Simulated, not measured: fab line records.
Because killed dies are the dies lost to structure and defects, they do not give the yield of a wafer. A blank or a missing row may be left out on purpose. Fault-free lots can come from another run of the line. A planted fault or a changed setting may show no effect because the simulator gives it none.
Struck lot and sound lot, side by side    flow n5 finfet    43 steps out of a route of 1938
Sound: wafers L216.2, L216.3, L216.4. Struck: wafer L234.1 (left out: L234.4, L234.5 of the same lot, which were not struck); the cause appears at the end.
Each step with rows lists, per side, the tool, then ch with its chambers, then its first start. Under that, the readings that differ: sound wafers    struck wafers    difference of the means    sigmas: that difference in standard deviations of wafers without a fault.
alike: readings whose means differ by less than 2 such deviations, and words and numbers that are the same on both sides. not compared: withheld readings, readings that some wafer has no value for, bounds like >300 that may hide the same value, and numbers for which the record gives no deviation and whose values overlap.
The two part at a step that has a row with sigmas, a row that says differs or no value, or rows on one side only. Non-overlapping numbers with no deviation appear without sigmas and do not part them. Lack of a reading on every wafer of one side parts them only where that side has two or more wafers.

N5_SDB_ALD_29: deposits SiNx, target thk 30 nm, pulse time 1 s, ald cycles 600.
  sound on ald sin-01 ch 1,3, day 4 10:07; struck on ald sin-01 ch 1, day 9 01:11
  alike: heater power w, precursor pulse height rel
then, 1 step without rows for these wafers: N5_SDB_CMP_30 (polishes, stops on poly-Si, t overpolish 1.54 s, target thk 30 nm).
N5_SDB_THK_MEAS_31:
  sound: film metro-01 at day 4 13:09; struck: film metro-01 at day 9 04:13
  alike: SDB_THK
N5_SDB_INSPECT_36: inspects for defects (darkfield).
  sound: defect inspect-01 at day 4 13:10; struck: defect inspect-02 at day 9 04:14
  alike: raw defect count
then, 4 steps without rows for these wafers: N5_DUMMY_REMOVAL_HM_STRIP_01 (strips SiNx in CH3F/O2, stops on poly-Si, target depth 4 nm, time 6.8 s); N5_DUMMY_REMOVAL_STRIP_10 (strips in N2/H2, time 40 s); N5_DUMMY_REMOVAL_PRECLEAN_07 (cleans in dHF, time 30 s); N5_DUMMY_REMOVAL_DUMMY_REMOVE_02 (chemistry TMAH, target poly-Si, stops on SiO2, target depth 142 nm, time 57 s, rinse time 30 s).
N5_DUMMY_REMOVAL_INSPECT_06: inspects for defects (brightfield).
  sound: defect inspect-01 at day 4 13:24; struck: defect inspect-01 at day 9 04:35
  alike: raw defect count
then, 3 steps without rows for these wafers: N5_DUMMY_REMOVAL_PRECLEAN_08 (cleans in NF3:NH3, afs cycles 2, time 20 s, sublimation time 60 s); N5_DUMMY_REMOVAL_PRECLEAN_04 (cleans in DHF, time 37 s); N5_DUMMY_REMOVAL_SRD_05 (time 30 s).
N5_HKMG_FIN_IL_REGROW_00: material SiO2, chemistry O3, target thk 0.75 nm, time 30 s.
  sound on ald hk-02 ch 0,1,2, day 4 13:43; struck on ald hk-02 ch 1,2, day 9 04:53
then, 2 steps without rows for these wafers: N5_HKMG_FIN_HK_ALD_01 (deposits HfO2, target thk 1.6 nm, pulse time 3 s, purge time 3 s); N5_HKMG_FIN_HK_ANNEAL_02 (time 30 s).
N5_HKMG_FIN_ALD_74: deposits La2O3, target thk 0.5 nm, pulse time 6 s, co reactant pulse time 1 s.
  sound on ald hk-03 ch 0,2,3, day 4 14:10; struck on ald hk-03 ch 1, day 9 05:22
  alike: heater power w, precursor pulse height rel
N5_HKMG_FIN_ALD_75: deposits Al2O3, target thk 1 nm, co reactant pulse time 1 s.
  sound on ald hk-03 ch 0,2,3, day 4 14:14; struck on ald hk-03 ch 1, day 9 05:27
  alike: heater power w, precursor pulse height rel
then, 8 steps without rows for these wafers: N5_HKMG_FIN_COAT_41 (time 60 s, resist thk 300 nm); N5_HKMG_FIN_COAT_42 (time 60 s, resist thk 35 nm); N5_HKMG_FIN_COAT_43 (resist thk 90 nm); N5_HKMG_FIN_EBR_45; N5_HKMG_FIN_SOFTBAKE_44 (time 60 s); N5_HKMG_FIN_EXPOSE_46 (exposes mask NDIPOLE); N5_HKMG_FIN_PEB_47 (peb time 60 s); N5_HKMG_FIN_DEVELOP_48 (develop time 30 s).
N5_HKMG_FIN_CD_MEAS_49 targets a cd of 202 nm.
  sound on cd sem-02 ch 0, day 4 14:42; struck on cd sem-02 ch 0, day 9 05:47
  alike: cd nm
N5_HKMG_FIN_OVL_MEAS_50:
  sound on overlay-02 ch 0, day 4 14:44; struck on overlay-01 ch 0, day 9 05:49
  alike: NDIPOLE_OVL
N5_HKMG_FIN_INSPECT_61: inspects for defects (macro).
  sound: defect inspect-01 at day 4 14:46; struck: defect inspect-02 at day 9 05:50
  alike: raw defect count
N5_HKMG_FIN_DESCUM_53: chemistry O2, time 7.9 s.
  sound on rie diel-04 ch 0,1,3, day 4 14:58; struck on rie diel-03 ch 0, day 9 05:53
reading                      sound        struck  difference  sigmas
drypump motor current A (A)  6.2 5.5 5.6  5.0     -0.8        -2
rf hours counter h (h)       18 39 7      6       -15         
  alike: oes product au, rf vpp V, showerhead plenum p Torr, throttle valve pct
then, 1 step without rows for these wafers: N5_HKMG_FIN_ETCH_54 (etches SiARC in CF4, target depth 45.5 nm, time 75.8 s).
N5_HKMG_FIN_ETCH_55: etches SOC in N2/H2, target depth 240 nm, time 300 s.
  sound on rie diel-04 ch 0,1,3, day 4 15:04; struck on rie diel-03 ch 0, day 9 05:58
reading                 sound    struck  difference  sigmas
rf hours counter h (h)  18 39 7  6       -15         
  alike: drypump motor current A, oes product au, rf vpp V, showerhead plenum p Torr, throttle valve pct
then, 11 steps without rows for these wafers: N5_HKMG_FIN_STRIP_56 (strips in N2/H2); N5_HKMG_FIN_STRIP_57 (strips in CF4); N5_HKMG_FIN_ETCH_58 (etches SOC in N2/H2, target depth 215.8 nm, time 741 s); N5_HKMG_FIN_STRIP_93 (strips SOC in N2/H2, time 20 s); N5_HKMG_FIN_WET_ETCH_76 (etches Al2O3 in dNH4OH, stops on La2O3, target depth 2.25 nm, rinse time 30 s); N5_HKMG_FIN_STRIP_60 (strips in N2/H2, time 360 s); N5_HKMG_FIN_WET_ETCH_77 (etches La2O3 in dHCl, stops on HfO2, target depth 2 nm); N5_HKMG_FIN_WET_ETCH_78 (etches Al2O3 in dNH4OH, stops on La2O3, target depth 4.5 nm, rinse time 30 s); N5_HKMG_FIN_ALD_79 (deposits TiN, target thk 1.5 nm, pulse time 1 s, purge time 3 s); N5_HKMG_FIN_CVD_62 (deposits a-Si from Si2H6, target thk 3 nm, time 20.8 s); N5_HKMG_FIN_RTA_80 (time 2 s).
-- here the record skips 5 days between the struck wafers' starts before and after, leaving off in module HKMG_FIN and picking up in module BEOL_M4 (first step shown: number 1111 of the route) --
N5_BEOL_M4_RC_MEAS_101:
  sound on prober-01 ch 0, day 9 08:19; struck on prober-01 ch 0, day 13 21:14
reading          sound                 struck  difference  sigmas
EOT_N            10.62 10.49 10.37     11.15   +0.66       +8
EOT_P            10.48 10.51 10.28     10.93   +0.51       +5
IGATE_N (nA/um)  0.0103 0.0109 0.0141  0.0050  -0.0068     -4
IGATE_P (nA/um)  0.0032 0.0033 0.0044  0.0015  -0.0021     -4
ION_N (uA/um)    675 672 692           657     -23         -2
SS_N (mV/dec)    71.8 72.0 72.3        70.9    -1.1        -2
  alike: DIBL_N, DIBL_P, IOFF_N, IOFF_P, ION_P, SS_P, VT_N, VT_P

== WHERE THEY PART ==
First at N5_HKMG_FIN_DESCUM_53; last, within this record, at N5_BEOL_M4_RC_MEAS_101.

WHY: what the simulator had put in
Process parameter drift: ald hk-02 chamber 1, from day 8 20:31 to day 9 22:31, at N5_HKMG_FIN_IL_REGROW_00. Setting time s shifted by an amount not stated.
